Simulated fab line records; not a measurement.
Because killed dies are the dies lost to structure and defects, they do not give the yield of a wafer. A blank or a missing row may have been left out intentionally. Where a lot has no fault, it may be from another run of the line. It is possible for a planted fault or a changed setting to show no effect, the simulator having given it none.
Chamber matching :: flow n5_finfet :: N5_BEOL_M5_CO_CAP_78 on cvd_co-01 has 3 sister chambers
The step material Co, precursor CCTBA/H2, target thk 2 nm, time 102.1 s. 24 wafers are shown with their chamber, then 12 later ones without.

== EACH WAFER AND ITS CHAMBER ==
wafer: L077.2
chamber: 2
heater_power_w (W): 203
heater_power_outer_w (W): 104

wafer: L077.4
chamber: 1
heater_power_w (W): 250
heater_power_outer_w (W): 128

wafer: L077.5
chamber: 2
heater_power_w (W): 208
heater_power_outer_w (W): 105

wafer: L079.1
chamber: 1
heater_power_w (W): 251
heater_power_outer_w (W): 123

wafer: L079.2
chamber: 0
heater_power_w (W): 250
heater_power_outer_w (W): 133

wafer: L079.6
chamber: 2
heater_power_w (W): 202
heater_power_outer_w (W): 103

wafer: L080.1
chamber: 1
heater_power_w (W): 253
heater_power_outer_w (W): 127

wafer: L080.2
chamber: 0
heater_power_w (W): 253
heater_power_outer_w (W): 131

wafer: L080.5
chamber: 1
heater_power_w (W): 250
heater_power_outer_w (W): 125

wafer: L082.1
chamber: 0
heater_power_w (W): 256
heater_power_outer_w (W): 132

wafer: L082.3
chamber: 2
heater_power_w (W): 206
heater_power_outer_w (W): 105

wafer: L082.6
chamber: 1
heater_power_w (W): 255
heater_power_outer_w (W): 125

wafer: L081.2
chamber: 2
heater_power_w (W): 208
heater_power_outer_w (W): 107

wafer: L081.3
chamber: 1
heater_power_w (W): 250
heater_power_outer_w (W): 124

wafer: L081.4
chamber: 0
heater_power_w (W): 254
heater_power_outer_w (W): 131

wafer: L083.2
chamber: 0
heater_power_w (W): 247
heater_power_outer_w (W): 134

wafer: L083.3
chamber: 1
heater_power_w (W): 252
heater_power_outer_w (W): 124

wafer: L083.6
chamber: 2
heater_power_w (W): 207
heater_power_outer_w (W): 104

wafer: L089.1
chamber: 1
heater_power_w (W): 251
heater_power_outer_w (W): 128

wafer: L089.2
chamber: 2
heater_power_w (W): 202
heater_power_outer_w (W): 105

wafer: L089.4
chamber: 1
heater_power_w (W): 250
heater_power_outer_w (W): 126

wafer: L088.1
chamber: 2
heater_power_w (W): 203
heater_power_outer_w (W): 105

wafer: L088.4
chamber: 1
heater_power_w (W): 248
heater_power_outer_w (W): 126

wafer: L088.6
chamber: 0
heater_power_w (W): 256
heater_power_outer_w (W): 135

SIGNATURES (means of the wafers above)
reading: heater_power_w
chamber 0: 252.67
chamber 1: 251.00
chamber 2: 204.88
scatter within a chamber: 2.64

reading: heater_power_outer_w
chamber 0: 132.67
chamber 1: 125.60
chamber 2: 104.75
scatter within a chamber: 1.53
Rule: for each reading, subtract the chamber's mean from the wafer's reading, divide by that reading's scatter and square the result; add these up over the readings and take the root, which gives the wafer's distance from the chamber. If the next closest chamber is less than 2 further off than the closest, the wafer can't be placed; otherwise it belongs to the closest. The scatter: the root of (the sum of the squares of (reading less its chamber's mean) over the shown wafers, divided by (wafers less chambers)).

== WAFERS WITH NO CHAMBER GIVEN ==
wafer: L090.2
heater_power_w (W): 206
heater_power_outer_w (W): 107

wafer: L090.3
heater_power_w (W): 250
heater_power_outer_w (W): 127

wafer: L090.5
heater_power_w (W): 200
heater_power_outer_w (W): 107

wafer: L093.2
heater_power_w (W): 195
heater_power_outer_w (W): 109

wafer: L093.4
heater_power_w (W): 248
heater_power_outer_w (W): 128

wafer: L093.6
heater_power_w (W): 254
heater_power_outer_w (W): 128

wafer: L095.2
heater_power_w (W): 255
heater_power_outer_w (W): 137

wafer: L095.4
heater_power_w (W): 196
heater_power_outer_w (W): 103

wafer: L095.6
heater_power_w (W): 253
heater_power_outer_w (W): 126

wafer: L096.1
heater_power_w (W): 255
heater_power_outer_w (W): 129

wafer: L096.2
heater_power_w (W): 206
heater_power_outer_w (W): 107

wafer: L096.6
heater_power_w (W): 251
heater_power_outer_w (W): 129

== WHICH CHAMBER EACH WENT THROUGH ==
wafer: L090.2
from the rows above: 2
in truth: 2

wafer: L090.3
from the rows above: 1
in truth: 1

wafer: L090.5
from the rows above: 2
in truth: 2

wafer: L093.2
from the rows above: 2
in truth: 2

wafer: L093.4
from the rows above: can't be placed: 1 or 0
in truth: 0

wafer: L093.6
from the rows above: can't be placed: 1 or 0
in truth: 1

wafer: L095.2
from the rows above: 0
in truth: 0

wafer: L095.4
from the rows above: 2
in truth: 2

wafer: L095.6
from the rows above: 1
in truth: 1

wafer: L096.1
from the rows above: can't be placed: 0 or 1
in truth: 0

wafer: L096.2
from the rows above: 2
in truth: 2

wafer: L096.6
from the rows above: can't be placed: 1 or 0
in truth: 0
Placed correctly: 8 of 12. Cannot be placed on the basis of these rows: 4; the candidates contain the true chamber in 4. Number placed wrongly: 0.
